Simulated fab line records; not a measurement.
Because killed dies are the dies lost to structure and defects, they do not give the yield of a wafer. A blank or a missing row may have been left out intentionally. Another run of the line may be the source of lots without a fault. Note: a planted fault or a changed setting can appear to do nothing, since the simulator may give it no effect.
Which of the tools did it? -- flow nand-harc -- 23 lots with 69 wafers sampled at 6 steps, on a route of 1302 steps

== WHAT EACH GAUGE READ, for each wafer ==
The record lacks any reading of a measuring or inspecting step that a usual standard deviation could be used to judge.

== WHAT TOOL EACH LOT RAN ON (gives the tool, then ch and the chambers of the sampled wafers, and finally the start) ==
lot,NHARC_A_STAIRCASE_TRIM_20,NHARC_A_STAIRCASE_STRIP_175,NHARC_A_STAIRCASE_TRIM_193,NHARC_A_STAIRCASE_DESCUM_219,NHARC_A_STAIRCASE_TRIM_222,NHARC_A_STAIRCASE_ETCH_223
L075,"rie-diel-07 ch 0,2, day 15 15:14","plasma-asher-01 ch 0,1, day 15 16:59","rie-diel-07 ch 0,2,3, day 15 22:33 or earlier","rie-diel-03 ch 0,2,3, day 15 22:33","rie-diel-03 ch 0,2,3, no start","rie-diel-03 ch 0,2,3, no start"
L074,"rie-diel-07 ch 2,3, day 16 02:38","plasma-asher-02 ch 0,1, day 16 03:47","rie-diel-03 ch 0,1,2, day 16 09:00 or earlier","rie-diel-13 ch 0,1,3, day 16 09:00","rie-diel-13 ch 2,3, no start","rie-diel-13 ch 0,3, no start"
L077,"rie-diel-07 ch 1,2,3, day 16 10:48","plasma-asher-02 ch 0,1, day 16 12:01","rie-diel-07 ch 0,2,3, day 16 17:10 or earlier","rie-diel-07 ch 0,2,3, day 16 17:10","rie-diel-07 ch 0,1,3, no start","rie-diel-07 ch 0,1,3, no start"
L076,"rie-diel-07 ch 2,3, day 16 11:08","plasma-asher-01 ch 0,1, day 16 12:17","rie-diel-13 ch 1,3, day 16 17:58 or earlier","rie-diel-13 ch 0,1,3, day 16 17:58","rie-diel-13 ch 0,1,3, no start","rie-diel-13 ch 0,3, no start"
L078,"rie-diel-07 ch 0,2,3, day 17 13:04","plasma-asher-02 ch 0,1, day 17 14:05","rie-diel-03 ch 0,2, day 17 19:29 or earlier","rie-diel-13 ch 0,1,2, day 17 19:29","rie-diel-13 ch 0,1, no start","rie-diel-13 ch 0,2, no start"
L080,"rie-diel-13 ch 0,1,3, day 18 14:34","plasma-asher-01 ch 0,1, day 18 15:40","rie-diel-07 ch 0,1,2, day 18 20:56 or earlier","rie-diel-03 ch 0,2, day 18 20:56","rie-diel-03 ch 0,1,2, no start","rie-diel-03 ch 2,3, no start"
L079,"rie-diel-03 ch 0,2, day 18 14:52","plasma-asher-02 ch 0,1, day 18 16:10","rie-diel-13 ch 1,2,3, day 18 22:05 or earlier","rie-diel-07 ch 0,1,2, day 18 22:05","rie-diel-07 ch 0,2, no start","rie-diel-07 ch 0,1,3, no start"
L082,"rie-diel-07 ch 0,1,3, day 18 14:52","plasma-asher-01 ch 0,1, day 18 15:55","rie-diel-03 ch 0,2,3, day 18 21:14 or earlier","rie-diel-07 ch 0,2,3, day 18 21:14","rie-diel-07 ch 0,2,3, no start","rie-diel-07 ch 0,1,3, no start"
L081,"rie-diel-13 ch 0,2,3, day 18 22:37","plasma-asher-01 ch 0,1, day 18 23:49","rie-diel-07 ch 1,3, day 19 04:58 or earlier","rie-diel-13 ch 0,1, day 19 04:58","rie-diel-13 ch 0,1,3, no start","rie-diel-13 ch 0,2, no start"
L085,"rie-diel-07 ch 1,2, day 19 21:59","plasma-asher-02 ch 0,1, day 19 23:04","rie-diel-03 ch 2,3, day 20 04:47 or earlier","rie-diel-07 ch 0,3, day 20 04:47","rie-diel-07 ch 0,2, no start","rie-diel-07 ch 0,1,2, no start"
L083,"rie-diel-03 ch 2,3, day 19 22:47","plasma-asher-02 ch 0,1, day 20 00:23","rie-diel-07 ch 1,2,3, day 20 05:32 or earlier","rie-diel-07 ch 1,3, day 20 05:32","rie-diel-07 ch 0,1,2, no start","rie-diel-07 ch 0,1,2, no start"
L084,"rie-diel-03 ch 1,2, day 20 01:56","plasma-asher-02 ch 0,1, day 20 03:35","rie-diel-13 ch 1,2,3, day 20 08:59 or earlier","rie-diel-07 ch 0,1,3, day 20 08:59","rie-diel-07 ch 1,2,3, no start","rie-diel-07 ch 0,1, no start"
L086,"rie-diel-07 ch 0,1,3, day 21 04:28","plasma-asher-01 ch 0,1, day 21 05:35","rie-diel-03 ch 0,2,3, day 21 10:37 or earlier","rie-diel-03 ch 2,3, day 21 10:37","rie-diel-03 ch 2,3, no start","rie-diel-03 ch 1,2,3, no start"
L087,"rie-diel-03 ch 0,1,3, day 21 20:05","plasma-asher-01 ch 0,1, day 21 21:17","rie-diel-03 ch 0,2,3, day 22 02:17 or earlier","rie-diel-03 ch 1,2,3, day 22 02:17","rie-diel-03 ch 0,1,3, no start","rie-diel-03 ch 0,2,3, no start"
L089,"rie-diel-07 ch 0,2,3, day 22 07:53","plasma-asher-01 ch 0,1, day 22 09:01","rie-diel-13 ch 0,1,3, day 22 14:56 or earlier","rie-diel-13 ch 2,3, day 22 14:56","rie-diel-03 ch 0,2,3, no start","rie-diel-03 ch 0,1,2, no start"
L090,"rie-diel-03 ch 1,2,3, day 22 08:07","plasma-asher-02 ch 0,1, day 22 09:14","rie-diel-03 ch 0,2,3, day 22 14:46 or earlier","rie-diel-07 ch 2,3, day 22 14:46","rie-diel-07 ch 0,3, no start","rie-diel-07 ch 1,2,3, no start"
L091,"rie-diel-13 ch 0,3, day 23 07:13","plasma-asher-02 ch 0,1, day 23 08:18","rie-diel-07 ch 1,2,3, day 23 13:28 or earlier","rie-diel-03 ch 1,3, day 23 13:28","rie-diel-03 ch 0,1, no start","rie-diel-03 ch 0,3, no start"
L093,"rie-diel-13 ch 0,1,3, day 23 11:52","plasma-asher-01 ch 0,1, day 23 12:56","rie-diel-13 ch 0,1,3, day 23 18:05 or earlier","rie-diel-07 ch 1,2,3, day 23 18:05","rie-diel-07 ch 0,1,2, no start","rie-diel-07 ch 0,1,2, no start"
L092,"rie-diel-07 ch 1,2,3, day 23 12:10","plasma-asher-02 ch 0,1, day 23 13:23","rie-diel-13 ch 0,1, day 23 18:37 or earlier","rie-diel-13 ch 0,1, day 23 18:37","rie-diel-13 ch 2,3, no start","rie-diel-13 ch 1,3, no start"
L094,"rie-diel-13 ch 0,3, day 24 08:25","plasma-asher-02 ch 0,1, day 24 09:28","rie-diel-07 ch 0,1,2, day 24 14:26 or earlier","rie-diel-13 ch 0,2,3, day 24 14:26","rie-diel-13 ch 1,2,3, no start","rie-diel-13 ch 0,2, no start"
L095,"rie-diel-07 ch 0,3, day 24 08:50","plasma-asher-01 ch 0,1, day 24 09:59","rie-diel-13 ch 0,2,3, day 24 15:07 or earlier","rie-diel-07 ch 1,2, day 24 15:07","rie-diel-07 ch 1,3, no start","rie-diel-07 ch 1,3, no start"
L096,"rie-diel-03 ch 1,2, day 25 09:14","plasma-asher-02 ch 0,1, day 25 10:24","rie-diel-13 ch 0,1,3, day 25 16:01 or earlier","rie-diel-07 ch 0,1,2, day 25 16:01","rie-diel-07 ch 1,2,3, no start","rie-diel-07 ch 1,2,3, no start"
L097,"rie-diel-03 ch 0,2, day 25 18:04","plasma-asher-02 ch 0,1, day 25 19:12","rie-diel-13 ch 0,1,2, day 26 00:19 or earlier","rie-diel-03 ch 0,2,3, day 26 00:19","rie-diel-03 ch 0,1,2, no start","rie-diel-03 ch 0,1,2, no start"
- NHARC_A_STAIRCASE_TRIM_20: chemistry O2, time 211.2 s.
- NHARC_A_STAIRCASE_STRIP_175: strips in O2.
- NHARC_A_STAIRCASE_TRIM_193: chemistry O2, time 211.2 s.
- NHARC_A_STAIRCASE_DESCUM_219: chemistry O2, time 3 s.
- NHARC_A_STAIRCASE_TRIM_222: chemistry O2, time 211.2 s.
- NHARC_A_STAIRCASE_ETCH_223: etches the open film in C4F8/O2, target depth 100 nm, time 40.5 s.

== WHAT THE TOOLS THEMSELVES READ (means of the sampled wafers that have a number; where no wafer has one, the mark that the record gives instead) ==
NHARC_A_STAIRCASE_TRIM_20.
lot,tool,drypump-motor-current-A (A),oes-product-au (a.u.),rf-vpp-V (V),showerhead-plenum-p-Torr (Torr),throttle-valve-pct (%)
L075,rie-diel-07,5.9,1.008,58.2,3.44,17.033
L074,rie-diel-07,5.8,1.008,57.3,3.39,17.039
L077,rie-diel-07,6.1,1.005,57.9,3.46,17.037
L076,rie-diel-07,5.8,1.001,57.3,3.39,17.036
L078,rie-diel-07,5.8,1.005,57.9,3.38,17.051
L080,rie-diel-13,5.7,1.000,57.8,3.63,17.031
L079,rie-diel-03,6.3,1.005,56.7,3.42,17.035
L082,rie-diel-07,6.0,1.004,56.8,3.46,17.038
L081,rie-diel-13,5.8,0.995,58.1,3.55,17.037
L085,rie-diel-07,6.4,1.009,57.7,3.58,17.032
L083,rie-diel-03,6.1,1.010,58.4,3.49,17.041
L084,rie-diel-03,5.8,1.013,58.4,3.48,17.036
L086,rie-diel-07,6.0,1.008,57.7,3.62,17.032
L087,rie-diel-03,5.8,1.009,57.1,3.43,17.031
L089,rie-diel-07,5.8,1.017,58.3,3.54,17.030
L090,rie-diel-03,5.8,1.006,57.7,3.49,17.036
L091,rie-diel-13,6.1,0.992,57.8,3.57,17.043
L093,rie-diel-13,5.7,0.997,58.6,3.61,17.042
L092,rie-diel-07,6.0,1.011,57.2,3.62,17.032
L094,rie-diel-13,5.7,0.977,57.7,3.57,17.045
L095,rie-diel-07,5.7,1.020,58.0,3.66,17.029
L096,rie-diel-03,5.5,1.001,58.1,3.45,17.042
L097,rie-diel-03,6.3,1.009,57.6,3.39,17.026

NHARC_A_STAIRCASE_STRIP_175.
lot,tool,drypump-motor-current-A (A),heater-power-w (W)
L075,plasma-asher-01,5.7,346
L074,plasma-asher-02,6.4,328
L077,plasma-asher-02,6.4,328
L076,plasma-asher-01,5.7,362
L078,plasma-asher-02,6.4,329
L080,plasma-asher-01,5.7,347
L079,plasma-asher-02,6.2,332
L082,plasma-asher-01,5.7,369
L081,plasma-asher-01,5.7,351
L085,plasma-asher-02,6.2,337
L083,plasma-asher-02,6.4,321
L084,plasma-asher-02,6.2,335
L086,plasma-asher-01,5.7,362
L087,plasma-asher-01,5.7,363
L089,plasma-asher-01,5.7,346
L090,plasma-asher-02,6.4,319
L091,plasma-asher-02,6.4,319
L093,plasma-asher-01,5.7,352
L092,plasma-asher-02,6.2,339
L094,plasma-asher-02,6.2,340
L095,plasma-asher-01,5.7,339
L096,plasma-asher-02,6.2,341
L097,plasma-asher-02,6.2,337

NHARC_A_STAIRCASE_TRIM_193.
lot,tool,drypump-motor-current-A (A),oes-product-au (a.u.),rf-vpp-V (V),showerhead-plenum-p-Torr (Torr),throttle-valve-pct (%)
L075,rie-diel-07,5.8,1.005,57.8,3.39,17.036
L074,rie-diel-03,5.9,0.997,57.4,3.43,17.035
L077,rie-diel-07,5.8,1.003,57.6,3.38,17.035
L076,rie-diel-13,6.1,1.004,58.2,3.64,17.042
L078,rie-diel-03,6.4,1.002,57.1,3.37,17.031
L080,rie-diel-07,6.1,1.003,57.5,3.50,17.051
L079,rie-diel-13,5.8,0.995,57.8,3.60,17.038
L082,rie-diel-03,6.2,0.994,58.5,3.44,17.038
L081,rie-diel-07,6.3,1.005,58.0,3.53,17.038
L085,rie-diel-03,6.1,1.012,58.0,3.51,17.037
L083,rie-diel-07,6.1,1.007,58.4,3.45,17.035
L084,rie-diel-13,5.8,1.001,57.6,3.59,17.049
L086,rie-diel-03,6.2,1.014,56.7,3.43,17.041
L087,rie-diel-03,6.2,1.014,57.6,3.43,17.041
L089,rie-diel-13,5.7,0.995,57.1,3.62,17.029
L090,rie-diel-03,6.2,1.005,57.6,3.43,17.031
L091,rie-diel-07,6.1,1.008,58.1,3.62,17.029
L093,rie-diel-13,5.7,0.992,57.6,3.61,17.034
L092,rie-diel-13,5.4,0.989,57.4,3.62,17.035
L094,rie-diel-07,6.1,1.026,57.5,3.48,17.042
L095,rie-diel-13,5.8,0.992,57.4,3.53,17.041
L096,rie-diel-13,5.7,0.986,57.2,3.61,17.046
L097,rie-diel-13,5.5,0.986,58.2,3.57,17.037

NHARC_A_STAIRCASE_DESCUM_219.
lot,tool,drypump-motor-current-A (A),oes-product-au (a.u.),rf-vpp-V (V),showerhead-plenum-p-Torr (Torr),throttle-valve-pct (%)
L075,rie-diel-03,6.2,1.006,58.2,1.87,11.316
L074,rie-diel-13,5.7,1.004,57.1,1.98,11.311
L077,rie-diel-07,5.8,1.004,56.8,1.83,11.318
L076,rie-diel-13,5.7,0.996,57.7,1.98,11.310
L078,rie-diel-13,5.5,0.991,58.4,1.96,11.322
L080,rie-diel-03,6.3,1.003,57.3,1.85,11.315
L079,rie-diel-07,6.1,0.999,57.7,1.90,11.313
L082,rie-diel-07,5.8,1.002,56.8,1.83,11.311
L081,rie-diel-13,5.3,0.992,58.4,1.98,11.312
L085,rie-diel-07,5.7,1.002,57.4,1.79,11.319
L083,rie-diel-07,6.3,1.010,57.3,1.91,11.313
L084,rie-diel-07,6.0,1.002,58.7,1.87,11.312
L086,rie-diel-03,6.1,1.011,58.0,1.89,11.317
L087,rie-diel-03,5.8,1.004,57.9,1.89,11.319
L089,rie-diel-13,5.9,1.003,57.4,1.89,11.315
L090,rie-diel-07,5.8,1.021,58.1,1.92,11.302
L091,rie-diel-03,5.7,1.005,57.7,1.90,11.304
L093,rie-diel-07,6.1,1.005,57.7,1.97,11.305
L092,rie-diel-13,5.4,0.977,57.8,1.99,11.302
L094,rie-diel-13,5.8,0.992,56.8,1.91,11.304
L095,rie-diel-07,6.1,1.017,58.0,1.89,11.311
L096,rie-diel-07,6.1,1.009,58.8,1.89,11.317
L097,rie-diel-03,6.2,1.017,57.8,1.84,11.307

NHARC_A_STAIRCASE_TRIM_222.
lot,tool,drypump-motor-current-A (A),oes-product-au (a.u.),rf-vpp-V (V),showerhead-plenum-p-Torr (Torr),throttle-valve-pct (%)
L075,rie-diel-03,6.2,1.005,57.0,3.45,17.036
L074,rie-diel-13,6.1,1.005,57.6,3.55,17.041
L077,rie-diel-07,6.0,1.007,58.0,3.46,17.042
L076,rie-diel-13,5.7,1.003,58.2,3.64,17.040
L078,rie-diel-13,5.4,0.991,58.7,3.69,17.035
L080,rie-diel-03,5.9,0.995,57.4,3.42,17.040
L079,rie-diel-07,5.9,1.002,57.7,3.43,17.032
L082,rie-diel-07,5.8,0.999,58.2,3.38,17.041
L081,rie-diel-13,5.7,0.993,57.8,3.63,17.028
L085,rie-diel-07,5.8,1.005,57.5,3.41,17.036
L083,rie-diel-07,6.1,0.999,58.2,3.49,17.027
L084,rie-diel-07,6.0,1.007,56.9,3.45,17.031
L086,rie-diel-03,6.1,1.005,57.8,3.51,17.041
L087,rie-diel-03,5.8,1.000,58.0,3.43,17.034
L089,rie-diel-03,6.2,1.003,57.0,3.43,17.031
L090,rie-diel-07,5.7,1.014,57.8,3.67,17.033
L091,rie-diel-03,6.0,0.999,56.9,3.35,17.037
L093,rie-diel-07,6.1,1.008,57.5,3.48,17.047
L092,rie-diel-13,5.9,1.005,57.3,3.49,17.035
L094,rie-diel-13,5.8,0.999,58.1,3.57,17.033
L095,rie-diel-07,6.3,1.003,58.7,3.69,17.041
L096,rie-diel-07,6.0,1.014,57.2,3.61,17.043
L097,rie-diel-03,5.9,1.013,57.7,3.40,17.035

NHARC_A_STAIRCASE_ETCH_223.
lot,tool,oes-product-au (a.u.),rf-vpp-V (V)
L075,rie-diel-03,0.937,894
L074,rie-diel-13,0.946,899
L077,rie-diel-07,0.934,893
L076,rie-diel-13,0.950,898
L078,rie-diel-13,0.936,895
L080,rie-diel-03,0.969,895
L079,rie-diel-07,0.939,893
L082,rie-diel-07,0.938,892
L081,rie-diel-13,0.941,895
L085,rie-diel-07,0.946,895
L083,rie-diel-07,0.946,895
L084,rie-diel-07,0.941,896
L086,rie-diel-03,0.955,896
L087,rie-diel-03,0.956,891
L089,rie-diel-03,0.940,892
L090,rie-diel-07,0.969,900
L091,rie-diel-03,0.943,890
L093,rie-diel-07,0.956,895
L092,rie-diel-13,0.948,899
L094,rie-diel-13,0.932,896
L095,rie-diel-07,0.951,903
L096,rie-diel-07,0.958,899
L097,rie-diel-03,0.949,892

== THE ANSWER, worked out from the rows above alone ==
Rule: what is usual is taken from the lots themselves. The widest of any qualifying gaps counts: lots, ordered by their means at a reading, are off when they make up no more than a third of the lots, leave a main group of 4 or more, and stand apart from it by 3 or more times the standard deviation of that group's means. A main group is skipped when, at the precision printed for the reading in the tables above, its means are all equal. A lot without any number at a reading at which 4 lots or more have one is off too. The other lots that the step has rows for count as sound. Order of review: gauges by route order, followed by the tools' own readings, for which a lot's mean as printed above is used. At the first step where some lot is off, the reading lying furthest off is the one used; lots without a number count as furthest.
No lot is off on any of the readings shown, so nothing can be concluded from this.

== WHAT THE SIMULATOR HAD INSERTED ==
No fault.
